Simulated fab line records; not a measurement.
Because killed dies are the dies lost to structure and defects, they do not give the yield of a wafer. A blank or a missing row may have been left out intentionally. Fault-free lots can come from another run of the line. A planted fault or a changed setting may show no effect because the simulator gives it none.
Which tool was responsible? :: flow n5Finfet :: Sampling: 10 lots, 28 wafers, 5 of 1938 route steps

== WHAT THE GAUGES SHOWED, per wafer ==
N5_BEOL_M4_RC_MEAS_101. Usual: DIBL_N 36.0 mV/V, standard deviation 1.7; DIBL_P 35.8 mV/V, standard deviation 2; IOFF_N 0.15 nA/um, standard deviation 0.03; IOFF_P 0.20 nA/um, standard deviation 0.037; ION_N 670 uA/um, standard deviation 12; ION_P 460 uA/um, standard deviation 7.2; SS_N 71.5 mV/dec, standard deviation 0.68; SS_P 73.2 mV/dec, standard deviation 0.65; VT_N 250 mV, standard deviation 3.1; VT_P -251 mV, standard deviation 3.4.
lot: L383
measured: day 8 10:06
on: prober-01
DIBL_N (mV/V): 36.0 37.1 36.7
DIBL_P (mV/V): 37.1 37.0 36.6
IOFF_N (nA/um): 0.17 0.18 0.18
IOFF_P (nA/um): 0.24 0.23 0.23
ION_N (uA/um): 684 682 669
ION_P (uA/um): 471 464 467
SS_N (mV/dec): 71.4 71.3 71.6
SS_P (mV/dec): 73.4 73.3 73.3
VT_N (mV): 249 248 249
VT_P (mV): -247 -248 -247
flag: 

lot: L384
measured: day 8 07:37
on: prober-01
DIBL_N (mV/V): 36.4 34.2 34.7
DIBL_P (mV/V): 35.4 31.6 32.5
IOFF_N (nA/um): 0.16 0.11 0.13
IOFF_P (nA/um): 0.20 0.16 0.16
ION_N (uA/um): 664 655 662
ION_P (uA/um): 456 455 454
SS_N (mV/dec): 71.6 70.5 71.2
SS_P (mV/dec): 73.0 72.0 72.5
VT_N (mV): 250 256 253
VT_P (mV): -251 -256 -257
flag: 

lot: L387
measured: day 9 03:26
on: prober-01
DIBL_N (mV/V): 39.0 39.3 34.0
DIBL_P (mV/V): 38.2 38.9 32.5
IOFF_N (nA/um): 0.22 0.23 0.12
IOFF_P (nA/um): 0.31 0.33 0.20
ION_N (uA/um): 669 663 657
ION_P (uA/um): 465 463 464
SS_N (mV/dec): 72.4 72.1 70.2
SS_P (mV/dec): 75.0 74.9 72.8
VT_N (mV): 244 244 250
VT_P (mV): -240 -241 -246
flag: 

lot: L392
measured: day 10 15:37
on: prober-02
DIBL_N (mV/V): 35.6 36.9
DIBL_P (mV/V): 35.0 34.9
IOFF_N (nA/um): 0.16 0.18
IOFF_P (nA/um): 0.23 0.23
ION_N (uA/um): 691 671
ION_P (uA/um): 471 458
SS_N (mV/dec): 71.1 72.4
SS_P (mV/dec): 73.6 73.5
VT_N (mV): 248 250
VT_P (mV): -247 -247
flag: 

lot: L394
measured: day 11 04:14
on: prober-01
DIBL_N (mV/V): 37.1 38.4
DIBL_P (mV/V): 35.8 37.2
IOFF_N (nA/um): 0.15 0.17
IOFF_P (nA/um): 0.21 0.24
ION_N (uA/um): 674 674
ION_P (uA/um): 468 468
SS_N (mV/dec): 72.0 71.9
SS_P (mV/dec): 72.4 74.4
VT_N (mV): 251 250
VT_P (mV): -251 -248
flag: 

lot: L400
measured: day 12 18:06
on: prober-02
DIBL_N (mV/V): 34.7 36.5 36.4
DIBL_P (mV/V): 33.5 35.0 35.7
IOFF_N (nA/um): 0.13 0.15 0.15
IOFF_P (nA/um): 0.19 0.22 0.22
ION_N (uA/um): 671 647 658
ION_P (uA/um): 460 448 456
SS_N (mV/dec): 71.4 72.0 71.8
SS_P (mV/dec): 72.2 72.6 72.8
VT_N (mV): 252 251 251
VT_P (mV): -249 -247 -247
flag: 

lot: L403
measured: day 13 11:05
on: prober-02
DIBL_N (mV/V): 34.7 37.6 34.3
DIBL_P (mV/V): 33.9 37.7 33.2
IOFF_N (nA/um): 0.13 0.17 0.12
IOFF_P (nA/um): 0.18 0.24 0.17
ION_N (uA/um): 664 684 653
ION_P (uA/um): 454 467 452
SS_N (mV/dec): 70.7 71.3 70.4
SS_P (mV/dec): 73.4 73.3 72.3
VT_N (mV): 252 249 250
VT_P (mV): -249 -249 -254
flag: 

lot: L404
measured: day 13 10:17
on: prober-01
DIBL_N (mV/V): 37.4 35.4 34.9
DIBL_P (mV/V): 37.8 36.2 35.6
IOFF_N (nA/um): 0.17 0.14 0.13
IOFF_P (nA/um): 0.21 0.18 0.17
ION_N (uA/um): 682 659 657
ION_P (uA/um): 463 457 461
SS_N (mV/dec): 72.0 71.1 71.0
SS_P (mV/dec): 74.5 73.8 73.4
VT_N (mV): 251 254 253
VT_P (mV): -251 -253 -256
flag: 

lot: L405
measured: day 13 17:25
on: prober-02
DIBL_N (mV/V): 34.7 35.7 37.3
DIBL_P (mV/V): 33.1 35.3 35.7
IOFF_N (nA/um): 0.14 0.15 0.17
IOFF_P (nA/um): 0.17 0.20 0.21
ION_N (uA/um): 671 684 665
ION_P (uA/um): 462 465 457
SS_N (mV/dec): 71.1 70.8 71.3
SS_P (mV/dec): 72.5 73.3 72.6
VT_N (mV): 248 247 248
VT_P (mV): -253 -252 -250
flag: 

lot: L406
measured: day 14 05:07
on: prober-02
DIBL_N (mV/V): 36.1 32.9 36.1
DIBL_P (mV/V): 37.4 33.9 37.3
IOFF_N (nA/um): 0.16 0.12 0.16
IOFF_P (nA/um): 0.21 0.17 0.20
ION_N (uA/um): 685 672 681
ION_P (uA/um): 467 457 460
SS_N (mV/dec): 71.8 70.4 71.1
SS_P (mV/dec): 73.0 72.3 73.9
VT_N (mV): 251 252 249
VT_P (mV): -252 -252 -253
flag: 

== WHAT TOOL EACH LOT RAN ON (gives the tool, then ch and the chambers of the sampled wafers, and finally the start) ==
lot: L383
N5_BEOL_M2_SPUTTER_94: pvdSputter-02, day 6 23:17
N5_BEOL_M2_ANNEAL_95: pvdSputter-02, day 6 23:22
N5_BEOL_M2_PRE_CLEAN_60: cvdCo-02 ch 0,1,2, day 7 00:23
N5_BEOL_M2_CO_CAP_55: cvdCo-02 ch 0,1,2, day 7 00:25

lot: L384
N5_BEOL_M2_SPUTTER_94: pvdSputter-01, day 7 02:57
N5_BEOL_M2_ANNEAL_95: pvdSputter-01, day 7 03:02
N5_BEOL_M2_PRE_CLEAN_60: cvdCo-02 ch 0,1, day 7 04:02
N5_BEOL_M2_CO_CAP_55: cvdCo-02 ch 0,1, day 7 04:05

lot: L387
N5_BEOL_M2_SPUTTER_94: pvdSputter-03, day 8 04:10
N5_BEOL_M2_ANNEAL_95: pvdSputter-03, day 8 04:15
N5_BEOL_M2_PRE_CLEAN_60: cvdCo-02 ch 0,2, day 8 05:26
N5_BEOL_M2_CO_CAP_55: cvdCo-02 ch 0,2, day 8 05:29

lot: L392
N5_BEOL_M2_SPUTTER_94: pvdSputter-03, day 9 07:50
N5_BEOL_M2_ANNEAL_95: pvdSputter-03, day 9 07:55
N5_BEOL_M2_PRE_CLEAN_60: cvdCo-02 ch 0,2, day 9 09:10
N5_BEOL_M2_CO_CAP_55: cvdCo-02 ch 0,2, day 9 09:14

lot: L394
N5_BEOL_M2_SPUTTER_94: pvdSputter-01, day 9 12:38
N5_BEOL_M2_ANNEAL_95: pvdSputter-01, day 9 12:45
N5_BEOL_M2_PRE_CLEAN_60: cvdCo-02 ch 0,2, day 9 14:05
N5_BEOL_M2_CO_CAP_55: cvdCo-02 ch 0,2, day 9 14:08

lot: L400
N5_BEOL_M2_SPUTTER_94: pvdSputter-01, day 11 12:26
N5_BEOL_M2_ANNEAL_95: pvdSputter-01, day 11 12:31
N5_BEOL_M2_PRE_CLEAN_60: cvdCo-01 ch 1,2, day 11 13:29
N5_BEOL_M2_CO_CAP_55: cvdCo-01 ch 1,2, day 11 13:32

lot: L403
N5_BEOL_M2_SPUTTER_94: pvdSputter-01, day 12 02:10
N5_BEOL_M2_ANNEAL_95: pvdSputter-01, day 12 02:15
N5_BEOL_M2_PRE_CLEAN_60: cvdCo-02 ch 0,1, day 12 03:13
N5_BEOL_M2_CO_CAP_55: cvdCo-02 ch 0,1, day 12 03:15

lot: L404
N5_BEOL_M2_SPUTTER_94: pvdSputter-01, day 12 09:16
N5_BEOL_M2_ANNEAL_95: pvdSputter-01, day 12 09:21
N5_BEOL_M2_PRE_CLEAN_60: cvdCo-01 ch 0,2, day 12 10:19
N5_BEOL_M2_CO_CAP_55: cvdCo-01 ch 0,2, day 12 10:21

lot: L405
N5_BEOL_M2_SPUTTER_94: pvdSputter-01, day 12 18:10
N5_BEOL_M2_ANNEAL_95: pvdSputter-01, day 12 18:14
N5_BEOL_M2_PRE_CLEAN_60: cvdCo-01 ch 0,1,2, day 12 19:12
N5_BEOL_M2_CO_CAP_55: cvdCo-01 ch 0,1,2, day 12 19:14

lot: L406
N5_BEOL_M2_SPUTTER_94: pvdSputter-03, day 13 00:38
N5_BEOL_M2_ANNEAL_95: pvdSputter-03, day 13 00:43
N5_BEOL_M2_PRE_CLEAN_60: cvdCo-02 ch 1,2, day 13 01:40
N5_BEOL_M2_CO_CAP_55: cvdCo-02 ch 1,2, day 13 01:43
- N5_BEOL_M2_SPUTTER_94: material Cu, target thk 4.5 nm, time 8.29 s.
- N5_BEOL_M2_ANNEAL_95: time 240 s.
- N5_BEOL_M2_PRE_CLEAN_60: time 15 s.
- N5_BEOL_M2_CO_CAP_55: material Co, precursor CCTBA/H2, target thk 2 nm, time 102.1 s.

== AS READ BY THE TOOLS THEMSELVES (means over the sampled wafers that have a number; for cases with no such wafer, the mark the record gives instead) ==
N5_BEOL_M2_SPUTTER_94. Usual: substrateTempC -19.98 C, standard deviation 0.096; throttleValvePct 29.6 %, standard deviation 1.1.
lot: L383
tool: pvdSputter-02
substrateTempC (C): -19.99
throttleValvePct (%): 29.7
flag: 

lot: L384
tool: pvdSputter-01
substrateTempC (C): -20.04
throttleValvePct (%): 29.3
flag: 

lot: L387
tool: pvdSputter-03
substrateTempC (C): -20.02
throttleValvePct (%): 30.4
flag: 

lot: L392
tool: pvdSputter-03
substrateTempC (C): -20.00
throttleValvePct (%): 29.7
flag: 

lot: L394
tool: pvdSputter-01
substrateTempC (C): -19.93
throttleValvePct (%): 29.6
flag: 

lot: L400
tool: pvdSputter-01
substrateTempC (C): -19.90
throttleValvePct (%): 29.7
flag: 

lot: L403
tool: pvdSputter-01
substrateTempC (C): -20.07
throttleValvePct (%): 29.4
flag: 

lot: L404
tool: pvdSputter-01
substrateTempC (C): -20.06
throttleValvePct (%): 29.5
flag: 

lot: L405
tool: pvdSputter-01
substrateTempC (C): -19.92
throttleValvePct (%): 29.4
flag: 

lot: L406
tool: pvdSputter-03
substrateTempC (C): -20.03
throttleValvePct (%): 29.0
flag: 

N5_BEOL_M2_ANNEAL_95. Usual: heaterPowerW at 825 W, with a standard deviation of 83.
lot: L383
tool: pvdSputter-02
heaterPowerW (W): 783
flag: 

lot: L384
tool: pvdSputter-01
heaterPowerW (W): 832
flag: 

lot: L387
tool: pvdSputter-03
heaterPowerW (W): 777
flag: 

lot: L392
tool: pvdSputter-03
heaterPowerW (W): 770
flag: 

lot: L394
tool: pvdSputter-01
heaterPowerW (W): 836
flag: 

lot: L400
tool: pvdSputter-01
heaterPowerW (W): 798
flag: 

lot: L403
tool: pvdSputter-01
heaterPowerW (W): 812
flag: 

lot: L404
tool: pvdSputter-01
heaterPowerW (W): 822
flag: 

lot: L405
tool: pvdSputter-01
heaterPowerW (W): 837
flag: 

lot: L406
tool: pvdSputter-03
heaterPowerW (W): 968
flag: 

N5_BEOL_M2_PRE_CLEAN_60. Usual: heaterPowerOuterW 22 W, standard deviation 13; heaterPowerW 87 W, standard deviation 25.
lot: L383
tool: cvdCo-02
heaterPowerOuterW (W): 23
heaterPowerW (W): 88
flag: 

lot: L384
tool: cvdCo-02
heaterPowerOuterW (W): 22
heaterPowerW (W): 87
flag: 

lot: L387
tool: cvdCo-02
heaterPowerOuterW (W): 34
heaterPowerW (W): 108
flag: 

lot: L392
tool: cvdCo-02
heaterPowerOuterW (W): 30
heaterPowerW (W): 99
flag: 

lot: L394
tool: cvdCo-02
heaterPowerOuterW (W): 30
heaterPowerW (W): 98
flag: 

lot: L400
tool: cvdCo-01
heaterPowerOuterW (W): 21
heaterPowerW (W): 87
flag: 

lot: L403
tool: cvdCo-02
heaterPowerOuterW (W): 34
heaterPowerW (W): 110
flag: 

lot: L404
tool: cvdCo-01
heaterPowerOuterW (W): 14
heaterPowerW (W): 72
flag: 

lot: L405
tool: cvdCo-01
heaterPowerOuterW (W): 17
heaterPowerW (W): 81
flag: 

lot: L406
tool: cvdCo-02
heaterPowerOuterW (W): 15
heaterPowerW (W): 71
flag: 

N5_BEOL_M2_CO_CAP_55. Usual: chamberPressureTorr 30.01 Torr, standard deviation 0.071; heaterPowerOuterW 126 W, standard deviation 17; heaterPowerW 239 W, standard deviation 31; runLengthS 125.0 s, standard deviation 0.43.
lot: L383
tool: cvdCo-02
chamberPressureTorr (Torr): 29.98
heaterPowerOuterW (W): 128
heaterPowerW (W): 244
runLengthS (s): 125.1
flag: 

lot: L384
tool: cvdCo-02
chamberPressureTorr (Torr): 30.01
heaterPowerOuterW (W): 126
heaterPowerW (W): 246
runLengthS (s): 124.9
flag: 

lot: L387
tool: cvdCo-02
chamberPressureTorr (Torr): 30.01
heaterPowerOuterW (W): 141
heaterPowerW (W): 266
runLengthS (s): 124.8
flag: 

lot: L392
tool: cvdCo-02
chamberPressureTorr (Torr): 30.01
heaterPowerOuterW (W): 136
heaterPowerW (W): 250
runLengthS (s): 105.1
flag: OFF

lot: L394
tool: cvdCo-02
chamberPressureTorr (Torr): 30.05
heaterPowerOuterW (W): 136
heaterPowerW (W): 251
runLengthS (s): 85.2
flag: OFF

lot: L400
tool: cvdCo-01
chamberPressureTorr (Torr): 29.96
heaterPowerOuterW (W): 124
heaterPowerW (W): 238
runLengthS (s): 125.6
flag: 

lot: L403
tool: cvdCo-02
chamberPressureTorr (Torr): 30.04
heaterPowerOuterW (W): 140
heaterPowerW (W): 266
runLengthS (s): 125.0
flag: 

lot: L404
tool: cvdCo-01
chamberPressureTorr (Torr): 30.00
heaterPowerOuterW (W): 115
heaterPowerW (W): 221
runLengthS (s): 124.9
flag: 

lot: L405
tool: cvdCo-01
chamberPressureTorr (Torr): 29.97
heaterPowerOuterW (W): 119
heaterPowerW (W): 232
runLengthS (s): 125.0
flag: 

lot: L406
tool: cvdCo-02
chamberPressureTorr (Torr): 29.98
heaterPowerOuterW (W): 115
heaterPowerW (W): 218
runLengthS (s): 125.1
flag: 

== THE ANSWER, worked out from the rows above alone ==
Rule: lot off if the mean of its wafers having a number is beyond 3 standard deviations from the usual mean. Also off: a lot with no number at a reading for which 4 or more lots have one. Where the step has rows for the other lots, those lots are counted as sound. First the gauges in route order, then the tools' own readings, where a lot's mean is used as printed above. At the first step where some lot is off, the reading lying furthest off is the one used; lots without a number count as furthest.
Off: L392, L394, at N5_BEOL_M2_CO_CAP_55 (runLengthS).
A tool fits if, at that step or a process step before it, it ran every lot that is off, and no sound lot after the first of them. No candidate that was tried fits.

== WHAT THE SIMULATOR PUT IN ==
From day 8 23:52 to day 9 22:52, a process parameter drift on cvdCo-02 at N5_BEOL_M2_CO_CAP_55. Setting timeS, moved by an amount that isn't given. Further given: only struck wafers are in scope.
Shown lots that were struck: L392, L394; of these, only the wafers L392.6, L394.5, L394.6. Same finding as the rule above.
